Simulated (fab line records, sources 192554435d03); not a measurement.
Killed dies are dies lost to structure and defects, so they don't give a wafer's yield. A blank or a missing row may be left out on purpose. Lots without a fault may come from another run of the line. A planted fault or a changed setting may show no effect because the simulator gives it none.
Problem report in the 8D (eight disciplines) form, filled by code | flow n5_finfet | the parts of the form that need people (team, actions taken, sign-off) are left out

1. THE PROBLEM
spin_speed_rpm at N5_BEOL_M8_COAT_71 reads a mean of 1441.5 rpm on 6 wafers of 2 lots; wafers without a fault read 1500.2 rpm with a standard deviation of 0.99. That is -59 standard deviations from the usual mean.
The step: time 60 s, resist thk 5 nm.
First seen on wafer L791.1, day 14 00:19, on litho_track-05. The record holds 33 wafers of 11 lots with a number at this step. Rule for "out", or "out of limits": more than 4 standard deviations from the usual mean. The other wafers with a number count as sound.

2. WHAT IT IS AND WHAT IT IS NOT
question                    | is                     | is not
which readings at this step | spin_speed_rpm         | plate_temp_C
which lots                  | L791, L796             | L779, L781, L782, L783, L785, L788, L797, L798, L799
which wafers of those lots  | all that have a number | -
read on which tools         | litho_track-05         | litho_track-01, litho_track-04
when                        | from day 14 00:19      | up to then (18 sound wafers); but 9 sound wafers of L797, L798, L799 came after

3. SUSPECTS, AND WHAT RULES EACH OUT
Counting: a tool at a process step up to the reading stays a suspect if it ran every lot that is out and no sound lot after the first of them.
- pecvd-02 at N5_BEOL_M8_ILD_DEP_00 (deposits SiCOH lowk from DEMS/porogen, target thk 179.75 nm, time 33.4 s): ruled out as a lasting fault. Sound lots L798 ran on it after its first lot that is out, L791 (day 13 17:47).
- rie_diel-05 at N5_BEOL_M8_STRIP_19 (strips in O2): kept. It ran every lot that is out, first L791 (day 13 22:44), and no sound lot after that; its last sound lot up to then is L788 (day 13 01:07).
- litho_track-05 at N5_BEOL_M8_COAT_71 (time 60 s, resist thk 5 nm): kept. It ran every lot that is out, first L791 (day 14 00:19), and no sound lot after that; its last sound lot up to then is L785 (day 11 21:01). Its own readings are out on those wafers: spin_speed_rpm.
Left after counting: rie_diel-05 at N5_BEOL_M8_STRIP_19, litho_track-05 at N5_BEOL_M8_COAT_71.

4. THE CAUSE (what the simulator had put in)
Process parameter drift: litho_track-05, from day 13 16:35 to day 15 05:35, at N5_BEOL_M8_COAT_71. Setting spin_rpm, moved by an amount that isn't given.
Counting left 2 suspects, and this tool is among them.

5. THE CHAIN OF EFFECTS, in route order
Each row: a reading whose mean over the struck wafers that have a number lies more than 3 standard deviations from the usual. Only readings for which the record gives a usual standard deviation are gone through. hours: the time from each lot's start at the first step in this table that gives one to its start at this step, as a median over the lots. sigmas: the change in usual standard deviations.
hours | step               | reading        | usual      | on struck wafers | change | sigmas
0     | N5_BEOL_M8_COAT_71 | spin_speed_rpm | 1500.2 rpm | 1441.5           | -58.7  | -59
The process steps in it:
- N5_BEOL_M8_COAT_71: time 60 s, resist thk 5 nm.

6. WHAT WOULD HAVE CAUGHT IT SOONER
In this record the first reading out of limits was taken at day 14 00:19, 8 hours after the fault began at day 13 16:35.
